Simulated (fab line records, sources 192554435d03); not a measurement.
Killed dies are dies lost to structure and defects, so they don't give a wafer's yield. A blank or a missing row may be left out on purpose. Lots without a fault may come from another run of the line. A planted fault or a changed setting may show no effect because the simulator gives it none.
Which tool did it? | flow n5_finfet | 23 lots, 69 wafers sampled, at 6 steps of a route of 1938

WHAT THE GAUGES READ, wafer by wafer
The record holds no reading of a measuring or inspecting step that can be judged against a usual standard deviation.

WHICH TOOL RAN EACH LOT (tool, then ch and the chambers of the sampled wafers, then the start)
lot  | N5_BEOL_M4_ETCH_70                 | N5_BEOL_M4_STRIP_97                           | N5_BEOL_M4_SPUTTER_81        | N5_BEOL_M5_PECVD_70             | N5_BEOL_M5_DESCUM_16               | N5_BEOL_M5_HM_OPEN_17
L074 | rie_diel-01 ch 0,1,2, day 8 20:37  | rie_diel-01 ch 0,1,2, day 8 22:23 or earlier  | pvd_sputter-03, day 8 22:23  | pecvd-03 ch 0,1,2, day 9 02:22  | rie_diel-06 ch 0,1, day 9 02:58    | rie_metal-02 ch 0,1, day 9 03:12
L075 | rie_diel-03 ch 0,2,3, day 9 01:24  | rie_diel-03 ch 0,2,3, day 9 03:01 or earlier  | pvd_sputter-03, day 9 03:01  | pecvd-04 ch 0,1, day 9 07:01    | rie_diel-02 ch 0,2, day 9 09:17    | rie_metal-01 ch 0,1, day 9 09:32
L078 | rie_diel-01 ch 0,1,2, day 10 19:28 | rie_diel-01 ch 2,3, day 10 21:02 or earlier   | pvd_sputter-03, day 10 21:02 | pecvd-03 ch 0,2, day 11 01:07   | rie_diel-06 ch 2,3, day 11 03:59   | rie_metal-02 ch 0,1, day 11 04:14
L077 | rie_diel-01 ch 0,1,3, day 10 22:11 | rie_diel-01 ch 0,1,3, day 11 01:34 or earlier | pvd_sputter-02, day 11 01:34 | pecvd-03 ch 0,1,2, day 11 05:35 | rie_diel-04 ch 1,2, day 11 06:55   | rie_metal-03 ch 0,1, day 11 07:11
L079 | rie_diel-03 ch 1,2, day 11 18:29   | rie_diel-03 ch 1,2, day 11 20:09 or earlier   | pvd_sputter-03, day 11 20:09 | pecvd-01 ch 0,2, day 12 00:08   | rie_diel-04 ch 2,3, day 12 02:17   | rie_metal-02 ch 0,1, day 12 02:32
L080 | rie_diel-01 ch 0,1,3, day 11 19:01 | rie_diel-01 ch 0,1,3, day 11 22:16 or earlier | pvd_sputter-03, day 11 22:16 | pecvd-04 ch 0,1,2, day 12 02:16 | rie_diel-06 ch 1,2,3, day 12 02:50 | rie_metal-01 ch 0, day 12 03:05
L081 | rie_diel-03 ch 1,2,3, day 12 01:22 | rie_diel-03 ch 1,2,3, day 12 02:56 or earlier | pvd_sputter-03, day 12 02:56 | pecvd-01 ch 1,2, day 12 06:55   | rie_diel-06 ch 0,1,3, day 12 08:54 | rie_metal-02 ch 0,1, day 12 09:09
L082 | rie_diel-01 ch 0,2,3, day 12 07:38 | rie_diel-01 ch 0,2,3, day 12 09:53 or earlier | pvd_sputter-03, day 12 09:53 | pecvd-03 ch 0,1,2, day 12 13:53 | rie_diel-04 ch 0,2,3, day 12 15:35 | rie_metal-03 ch 0, day 12 15:50
L083 | rie_diel-03 ch 2,3, day 12 12:55   | rie_diel-03 ch 2,3, day 12 15:29 or earlier   | pvd_sputter-01, day 12 15:29 | pecvd-04 ch 0,1, day 12 19:29   | rie_diel-06 ch 0,2,3, day 12 21:04 | rie_metal-02 ch 0,1, day 12 21:19
L084 | rie_diel-01 ch 1,2,3, day 12 23:23 | rie_diel-01 ch 1,2,3, day 13 01:09 or earlier | pvd_sputter-01, day 13 01:09 | pecvd-01 ch 0,1, day 13 05:13   | rie_diel-06 ch 1,2,3, day 13 08:29 | rie_metal-02 ch 0,1, day 13 08:47
L085 | rie_diel-01 ch 0,3, day 13 02:53   | rie_diel-01 ch 0,3, day 13 04:48 or earlier   | pvd_sputter-03, day 13 04:48 | pecvd-01 ch 0,1,2, day 13 11:06 | rie_diel-04 ch 0,1,2, day 13 12:11 | rie_metal-02 ch 0,1, day 13 12:26
L087 | rie_diel-05 ch 0,2, day 13 02:57   | rie_diel-05 ch 0,2, day 13 06:02 or earlier   | pvd_sputter-02, day 13 06:02 | pecvd-04 ch 0,1,2, day 13 10:20 | rie_diel-04 ch 0,1, day 13 11:53   | rie_metal-01 ch 0,1, day 13 12:08
L086 | rie_diel-05 ch 0,1,2, day 13 07:35 | rie_diel-05 ch 0,1,2, day 13 09:37 or earlier | pvd_sputter-01, day 13 09:37 | pecvd-04 ch 0,2, day 13 13:47   | rie_diel-04 ch 1,2, day 13 15:04   | rie_metal-01 ch 0,1, day 13 15:19
L076 | rie_diel-05 ch 0,3, day 13 14:15   | rie_diel-05 ch 0,3, day 13 16:23 or earlier   | pvd_sputter-02, day 13 16:23 | pecvd-04 ch 1,2, day 13 20:28   | rie_diel-04 ch 1,2, day 13 22:44   | rie_metal-03 ch 0,1, day 13 23:01
L090 | rie_diel-03 ch 1,2,3, day 13 21:46 | rie_diel-03 ch 1,2,3, day 14 01:23 or earlier | pvd_sputter-01, day 14 01:23 | pecvd-03 ch 0,1, day 14 05:25   | rie_diel-06 ch 1,3, day 14 05:59   | rie_metal-01 ch 0,1, day 14 06:14
L091 | rie_diel-01 ch 0,1, day 14 12:56   | rie_diel-01 ch 0,1, day 14 15:14 or earlier   | pvd_sputter-01, day 14 15:14 | pecvd-01 ch 0,1, day 14 19:46   | rie_diel-04 ch 1,2,3, day 14 21:54 | rie_metal-01 ch 0,1, day 14 22:12
L088 | rie_diel-05 ch 2,3, day 14 17:31   | rie_diel-05 ch 2,3, day 14 19:29 or earlier   | pvd_sputter-02, day 14 19:29 | pecvd-04 ch 0,1, day 14 23:31   | rie_diel-06 ch 0,3, day 15 01:39   | rie_metal-01 ch 0,1, day 15 05:22
L092 | rie_diel-01 ch 0,1, day 14 23:03   | rie_diel-01 ch 0,1, day 15 00:55 or earlier   | pvd_sputter-01, day 15 00:55 | pecvd-04 ch 0,1, day 15 05:01   | rie_diel-06 ch 1,3, day 15 08:19   | rie_metal-02 ch 1, day 15 08:35
L093 | rie_diel-05 ch 1,3, day 14 23:23   | rie_diel-05 ch 1,3, day 15 01:11 or earlier   | pvd_sputter-02, day 15 01:11 | pecvd-01 ch 0,1, day 15 05:25   | rie_diel-02 ch 0,1,3, day 15 08:31 | rie_metal-01 ch 0,1, day 15 08:45
L094 | rie_diel-05 ch 1,2,3, day 15 02:04 | rie_diel-05 ch 1,2,3, day 15 03:53 or earlier | pvd_sputter-01, day 15 03:53 | pecvd-01 ch 0,1,2, day 15 07:56 | rie_diel-04 ch 0,1,2, day 15 08:39 | rie_metal-02 ch 1, day 15 08:53
L095 | rie_diel-01 ch 1,3, day 15 02:07   | rie_diel-01 ch 1,3, day 15 04:06 or earlier   | pvd_sputter-03, day 15 04:06 | pecvd-04 ch 0,1, day 15 08:06   | rie_diel-02 ch 0,1, day 15 08:51   | rie_metal-01 ch 0,1, day 15 09:06
L096 | rie_diel-03 ch 0,3, day 15 02:14   | rie_diel-03 ch 0,3, day 15 05:44 or earlier   | pvd_sputter-01, day 15 05:44 | pecvd-01 ch 0,1,2, day 15 09:44 | rie_diel-04 ch 0,1,2, day 15 11:17 | rie_metal-01 ch 0,1, day 15 11:33
L097 | rie_diel-05 ch 0,1,3, day 15 06:44 | rie_diel-05 ch 0,1,3, day 15 08:37 or earlier | pvd_sputter-02, day 15 08:37 | pecvd-03 ch 0,1, day 15 12:38   | rie_diel-06 ch 0,2, day 15 17:50   | rie_metal-01 ch 0,1, day 15 18:05
- N5_BEOL_M4_ETCH_70: etches SOC in N2/H2, target depth 80 nm, overetch 24 nm, time 130 s.
- N5_BEOL_M4_STRIP_97: strips in N2/H2, time 10 s.
- N5_BEOL_M4_SPUTTER_81: material Cu, target thk 4.5 nm, time 8.29 s.
- N5_BEOL_M5_PECVD_70: deposits SiO2 from TEOS/O2, target thk 16 nm, time 18 s.
- N5_BEOL_M5_DESCUM_16: chemistry O2, time 7 s.
- N5_BEOL_M5_HM_OPEN_17: chemistry Cl2/BCl3, target TiN, target depth 20 nm, overetch 6 nm.

WHAT THE TOOLS THEMSELVES READ (means of the sampled wafers that have a number; where no wafer has one, the mark that the record gives instead)
N5_BEOL_M4_ETCH_70. Usual: drypump_motor_current_A 5.9 A, standard deviation 0.5; oes_product_au 0.58 a.u., standard deviation 0.049; rf_vpp_V 522.6 V, standard deviation 2.8; showerhead_plenum_p_Torr 2.50 Torr, standard deviation 0.099; throttle_valve_pct 17.75 %, standard deviation 0.21.
lot  | tool        | drypump_motor_current_A (A) | oes_product_au (a.u.) | rf_vpp_V (V) | showerhead_plenum_p_Torr (Torr) | throttle_valve_pct (%) | flag
L074 | rie_diel-01 | 6.0                         | 0.57                  | 522.9        | 2.52                            | 17.76                  |
L075 | rie_diel-03 | 6.1                         | 0.57                  | 525.2        | 2.56                            | 18.06                  |
L078 | rie_diel-01 | 6.1                         | 0.55                  | 523.8        | 2.51                            | 17.79                  |
L077 | rie_diel-01 | 6.0                         | 0.57                  | 519.9        | 2.41                            | 17.64                  |
L079 | rie_diel-03 | 6.6                         | 0.59                  | 524.8        | 2.57                            | 17.78                  |
L080 | rie_diel-01 | 5.9                         | 0.56                  | 520.0        | 2.41                            | 17.66                  |
L081 | rie_diel-03 | 6.2                         | 0.63                  | 525.4        | 2.59                            | 17.80                  |
L082 | rie_diel-01 | 5.6                         | 0.53                  | 521.7        | 2.45                            | 17.78                  |
L083 | rie_diel-03 | 6.0                         | 0.66                  | 525.4        | 2.60                            | 17.92                  |
L084 | rie_diel-01 | 5.7                         | 0.55                  | 521.4        | 2.46                            | 17.71                  |
L085 | rie_diel-01 | 5.5                         | 0.54                  | 517.9        | 2.34                            | 17.65                  |
L087 | rie_diel-05 | 5.6                         | 0.55                  | 525.2        | 2.61                            | 17.91                  |
L086 | rie_diel-05 | 5.7                         | 0.59                  | 524.4        | 2.55                            | 17.76                  |
L076 | rie_diel-05 | 5.4                         | 0.61                  | 524.6        | 2.53                            | 17.58                  |
L090 | rie_diel-03 | 6.3                         | 0.62                  | 525.0        | 2.58                            | 17.83                  |
L091 | rie_diel-01 | 6.3                         | 0.56                  | 521.2        | 2.43                            | 17.80                  |
L088 | rie_diel-05 | 5.6                         | 0.59                  | 523.0        | 2.52                            | 17.59                  |
L092 | rie_diel-01 | 6.3                         | 0.55                  | 520.7        | 2.43                            | 17.81                  |
L093 | rie_diel-05 | 5.7                         | 0.63                  | 522.2        | 2.46                            | 17.45                  |
L094 | rie_diel-05 | 5.8                         | 0.60                  | 522.9        | 2.51                            | 17.68                  |
L095 | rie_diel-01 | 5.6                         | 0.54                  | 519.7        | 2.36                            | 17.60                  |
L096 | rie_diel-03 | 5.9                         | 0.61                  | 522.7        | 2.51                            | 18.02                  |
L097 | rie_diel-05 | 5.7                         | 0.61                  | 522.6        | 2.49                            | 17.56                  |

N5_BEOL_M4_STRIP_97. Usual: drypump_motor_current_A 5.9 A, standard deviation 0.51; oes_product_au 0.79 a.u., standard deviation 0.07; rf_vpp_V 58.9 V, standard deviation 0.95; showerhead_plenum_p_Torr 2.49 Torr, standard deviation 0.1; throttle_valve_pct 23.53 %, standard deviation 0.28.
lot  | tool        | drypump_motor_current_A (A) | oes_product_au (a.u.) | rf_vpp_V (V) | showerhead_plenum_p_Torr (Torr) | throttle_valve_pct (%) | flag
L074 | rie_diel-01 | 6.0                         | 0.78                  | 58.3         | 2.51                            | 23.57                  |
L075 | rie_diel-03 | 6.1                         | 0.78                  | 59.0         | 2.55                            | 23.95                  |
L078 | rie_diel-01 | 5.2                         | 0.72                  | 59.1         | 2.41                            | 23.29                  |
L077 | rie_diel-01 | 5.9                         | 0.78                  | 58.7         | 2.41                            | 23.38                  |
L079 | rie_diel-03 | 6.6                         | 0.81                  | 59.0         | 2.57                            | 23.55                  |
L080 | rie_diel-01 | 5.9                         | 0.77                  | 58.5         | 2.40                            | 23.39                  |
L081 | rie_diel-03 | 6.3                         | 0.86                  | 59.1         | 2.58                            | 23.62                  |
L082 | rie_diel-01 | 5.6                         | 0.72                  | 59.4         | 2.44                            | 23.45                  |
L083 | rie_diel-03 | 6.0                         | 0.90                  | 59.6         | 2.59                            | 23.77                  |
L084 | rie_diel-01 | 5.7                         | 0.74                  | 58.5         | 2.46                            | 23.43                  |
L085 | rie_diel-01 | 5.5                         | 0.72                  | 58.3         | 2.34                            | 23.26                  |
L087 | rie_diel-05 | 5.5                         | 0.75                  | 59.0         | 2.60                            | 23.72                  |
L086 | rie_diel-05 | 5.7                         | 0.81                  | 59.3         | 2.55                            | 23.57                  |
L076 | rie_diel-05 | 5.5                         | 0.82                  | 58.9         | 2.53                            | 23.43                  |
L090 | rie_diel-03 | 6.3                         | 0.84                  | 59.5         | 2.58                            | 23.62                  |
L091 | rie_diel-01 | 6.3                         | 0.76                  | 58.8         | 2.43                            | 23.58                  |
L088 | rie_diel-05 | 5.5                         | 0.80                  | 59.3         | 2.51                            | 23.35                  |
L092 | rie_diel-01 | 6.3                         | 0.76                  | 58.2         | 2.43                            | 23.57                  |
L093 | rie_diel-05 | 5.8                         | 0.85                  | 58.4         | 2.46                            | 23.20                  |
L094 | rie_diel-05 | 5.8                         | 0.81                  | 59.2         | 2.51                            | 23.42                  |
L095 | rie_diel-01 | 5.6                         | 0.74                  | 58.5         | 2.35                            | 23.26                  |
L096 | rie_diel-03 | 5.9                         | 0.83                  | 59.4         | 2.50                            | 24.01                  |
L097 | rie_diel-05 | 5.7                         | 0.83                  | 59.3         | 2.49                            | 23.34                  |

N5_BEOL_M4_SPUTTER_81. Usual: throttle_valve_pct 30.2 %, standard deviation 0.75.
lot  | tool           | throttle_valve_pct (%) | flag
L074 | pvd_sputter-03 | 30.5                   |
L075 | pvd_sputter-03 | 29.8                   |
L078 | pvd_sputter-03 | 29.8                   |
L077 | pvd_sputter-02 | 30.1                   |
L079 | pvd_sputter-03 | 30.5                   |
L080 | pvd_sputter-03 | 29.8                   |
L081 | pvd_sputter-03 | 30.0                   |
L082 | pvd_sputter-03 | 29.9                   |
L083 | pvd_sputter-01 | 30.0                   |
L084 | pvd_sputter-01 | 30.3                   |
L085 | pvd_sputter-03 | 30.4                   |
L087 | pvd_sputter-02 | 30.4                   |
L086 | pvd_sputter-01 | 30.6                   |
L076 | pvd_sputter-02 | 30.7                   |
L090 | pvd_sputter-01 | 29.2                   |
L091 | pvd_sputter-01 | 31.1                   |
L088 | pvd_sputter-02 | 30.5                   |
L092 | pvd_sputter-01 | 30.5                   |
L093 | pvd_sputter-02 | 31.0                   |
L094 | pvd_sputter-01 | 29.8                   |
L095 | pvd_sputter-03 | 29.6                   |
L096 | pvd_sputter-01 | 29.9                   |
L097 | pvd_sputter-02 | 30.3                   |

N5_BEOL_M5_PECVD_70. Usual: heater_power_w 780 W, standard deviation 100; showerhead_plenum_p_Torr 8.79 Torr, standard deviation 0.059; throttle_valve_pct 22.5 %, standard deviation 1.4.
lot  | tool     | heater_power_w (W) | showerhead_plenum_p_Torr (Torr) | throttle_valve_pct (%) | flag
L074 | pecvd-03 | 734                | 8.78                            | 22.4                   |
L075 | pecvd-04 | 864                | 8.75                            | 23.5                   |
L078 | pecvd-03 | 714                | 8.79                            | 21.6                   |
L077 | pecvd-03 | 729                | 8.79                            | 22.0                   |
L079 | pecvd-01 | 671                | 8.75                            | 22.0                   |
L080 | pecvd-04 | 790                | 8.82                            | 23.3                   |
L081 | pecvd-01 | 790                | 8.77                            | 20.7                   |
L082 | pecvd-03 | 693                | 8.79                            | 22.0                   |
L083 | pecvd-04 | 895                | 8.82                            | 24.2                   |
L084 | pecvd-01 | 801                | 8.76                            | 20.8                   |
L085 | pecvd-01 | 728                | 8.77                            | 21.4                   |
L087 | pecvd-04 | 841                | 8.83                            | 23.4                   |
L086 | pecvd-04 | 768                | 8.78                            | 22.6                   |
L076 | pecvd-04 | 868                | 8.88                            | 24.3                   |
L090 | pecvd-03 | 745                | 8.77                            | 22.7                   |
L091 | pecvd-01 | 808                | 8.77                            | 20.9                   |
L088 | pecvd-04 | 924                | 8.76                            | 23.3                   |
L092 | pecvd-04 | 939                | 8.80                            | 24.3                   |
L093 | pecvd-01 | 786                | 8.77                            | 21.6                   |
L094 | pecvd-01 | 778                | 8.77                            | 21.5                   |
L095 | pecvd-04 | 881                | 8.75                            | 23.4                   |
L096 | pecvd-01 | 768                | 8.75                            | 21.6                   |
L097 | pecvd-03 | 775                | 8.78                            | 22.8                   |

N5_BEOL_M5_DESCUM_16. Usual: drypump_motor_current_A 5.5 A, standard deviation 0.39; oes_product_au 0.79 a.u., standard deviation 0.11; rf_vpp_V 242.8 V, standard deviation 1.4; showerhead_plenum_p_Torr 2.09 Torr, standard deviation 0.081; throttle_valve_pct 20.46 %, standard deviation 0.25.
lot  | tool        | drypump_motor_current_A (A) | oes_product_au (a.u.) | rf_vpp_V (V) | showerhead_plenum_p_Torr (Torr) | throttle_valve_pct (%) | flag
L074 | rie_diel-06 | 5.2                         | 0.83                  | 242.0        | 2.04                            | 20.29                  |
L075 | rie_diel-02 | 5.5                         | 0.89                  | 243.4        | 2.11                            | 20.24                  |
L078 | rie_diel-06 | 5.3                         | 0.71                  | 243.6        | 2.11                            | 20.66                  |
L077 | rie_diel-04 | 5.9                         | 0.69                  | 243.3        | 2.04                            | 20.60                  |
L079 | rie_diel-04 | 5.4                         | 0.69                  | 242.9        | 2.14                            | 20.61                  |
L080 | rie_diel-06 | 5.4                         | 0.71                  | 242.0        | 2.05                            | 20.61                  |
L081 | rie_diel-06 | 5.3                         | 0.76                  | 242.0        | 2.02                            | 20.55                  |
L082 | rie_diel-04 | 5.6                         | 0.75                  | 243.0        | 2.10                            | 20.52                  |
L083 | rie_diel-06 | 5.1                         | 0.74                  | 242.7        | 2.07                            | 20.60                  |
L084 | rie_diel-06 | 5.4                         | 0.71                  | 242.0        | 2.05                            | 20.63                  |
L085 | rie_diel-04 | 5.8                         | 0.85                  | 243.5        | 2.16                            | 20.38                  |
L087 | rie_diel-04 | 6.1                         | 0.93                  | 243.8        | 2.17                            | 20.26                  |
L086 | rie_diel-04 | 5.6                         | 0.79                  | 244.8        | 2.20                            | 20.48                  |
L076 | rie_diel-04 | 5.9                         | 0.87                  | 245.3        | 2.21                            | 20.35                  |
L090 | rie_diel-06 | 5.5                         | 0.71                  | 242.0        | 2.00                            | 20.79                  |
L091 | rie_diel-04 | 5.8                         | 0.86                  | 243.7        | 2.15                            | 20.35                  |
L088 | rie_diel-06 | 5.1                         | 0.78                  | 242.0        | 2.03                            | 20.57                  |
L092 | rie_diel-06 | 5.6                         | 0.70                  | 241.2        | 1.98                            | 20.61                  |
L093 | rie_diel-02 | 5.7                         | 0.77                  | 241.7        | 2.05                            | 20.36                  |
L094 | rie_diel-04 | 5.8                         | 0.81                  | 244.3        | 2.15                            | 20.42                  |
L095 | rie_diel-02 | 5.6                         | 0.85                  | 243.0        | 2.07                            | 20.19                  |
L096 | rie_diel-04 | 5.8                         | 0.81                  | 242.7        | 2.15                            | 20.41                  |
L097 | rie_diel-06 | 5.1                         | 0.93                  | 243.6        | 2.11                            | 20.25                  |

N5_BEOL_M5_HM_OPEN_17. Usual: drypump_motor_current_A 5.7 A, standard deviation 0.44; mfc_cl2_sccm 53.27 sccm, standard deviation 0.15; oes_ar_750_au 0.78 a.u., standard deviation 0.05; oes_product_au 0.67 a.u., standard deviation 0.048; throttle_valve_pct 22.1 %, standard deviation 0.31.
lot  | tool         | drypump_motor_current_A (A) | mfc_cl2_sccm (sccm) | oes_ar_750_au (a.u.) | oes_product_au (a.u.) | throttle_valve_pct (%) | flag
L074 | rie_metal-02 | 5.6                         | 53.23               | 0.84                 | 0.72                  | 22.1                   |
L075 | rie_metal-01 | 6.0                         | 53.42               | 0.76                 | 0.65                  | 22.4                   |
L078 | rie_metal-02 | 5.3                         | 53.28               | 0.81                 | 0.72                  | 21.9                   |
L077 | rie_metal-03 | 6.1                         | 53.15               | 0.69                 | 0.60                  | 22.2                   |
L079 | rie_metal-02 | 5.3                         | 53.28               | 0.81                 | 0.72                  | 21.9                   |
L080 | rie_metal-01 | 5.9                         | 53.29               | 0.75                 | 0.65                  | 22.0                   |
L081 | rie_metal-02 | 5.3                         | 53.25               | 0.81                 | 0.72                  | 21.9                   |
L082 | rie_metal-03 | 6.2                         | 53.17               | 0.82                 | 0.70                  | 22.1                   |
L083 | rie_metal-02 | 5.3                         | 53.03               | 0.80                 | 0.72                  | 21.9                   |
L084 | rie_metal-02 | 5.6                         | 53.28               | 0.80                 | 0.70                  | 22.1                   |
L085 | rie_metal-02 | 5.6                         | 53.25               | 0.80                 | 0.69                  | 22.1                   |
L087 | rie_metal-01 | 6.0                         | 53.26               | 0.74                 | 0.63                  | 22.4                   |
L086 | rie_metal-01 | 5.9                         | 53.19               | 0.75                 | 0.65                  | 22.2                   |
L076 | rie_metal-03 | 6.2                         | 53.31               | 0.88                 | 0.74                  | 22.2                   |
L090 | rie_metal-01 | 6.0                         | 53.26               | 0.75                 | 0.64                  | 22.4                   |
L091 | rie_metal-01 | 5.9                         | 53.42               | 0.74                 | 0.64                  | 22.2                   |
L088 | rie_metal-01 | 6.0                         | 53.21               | 0.74                 | 0.63                  | 22.5                   |
L092 | rie_metal-02 | 5.0                         | 53.28               | 0.78                 | 0.70                  | 21.7                   |
L093 | rie_metal-01 | 6.0                         | 53.29               | 0.74                 | 0.63                  | 22.4                   |
L094 | rie_metal-02 | 5.0                         | 53.29               | 0.78                 | 0.70                  | 21.7                   |
L095 | rie_metal-01 | 6.0                         | 53.29               | 0.74                 | 0.64                  | 22.2                   |
L096 | rie_metal-01 | 6.0                         | 53.24               | 0.74                 | 0.63                  | 22.4                   |
L097 | rie_metal-01 | 5.9                         | 53.22               | 0.74                 | 0.63                  | 22.2                   |

THE ANSWER, worked out from the rows above alone
Rule: a lot is off if the mean of its wafers that have a number lies more than 3 standard deviations from the usual mean. A lot without any number at a reading at which 4 lots or more have one is off too. The other lots that the step has rows for count as sound. The gauges are gone through in route order, then the tools' own readings, and for those a lot's mean is taken as printed above. The first step at which some lot is off is used, and at that step the reading that is off furthest; a lot without a number counts as furthest.
No lot is off at any reading shown: from this, nothing can be told.

WHAT THE SIMULATOR HAD PUT IN
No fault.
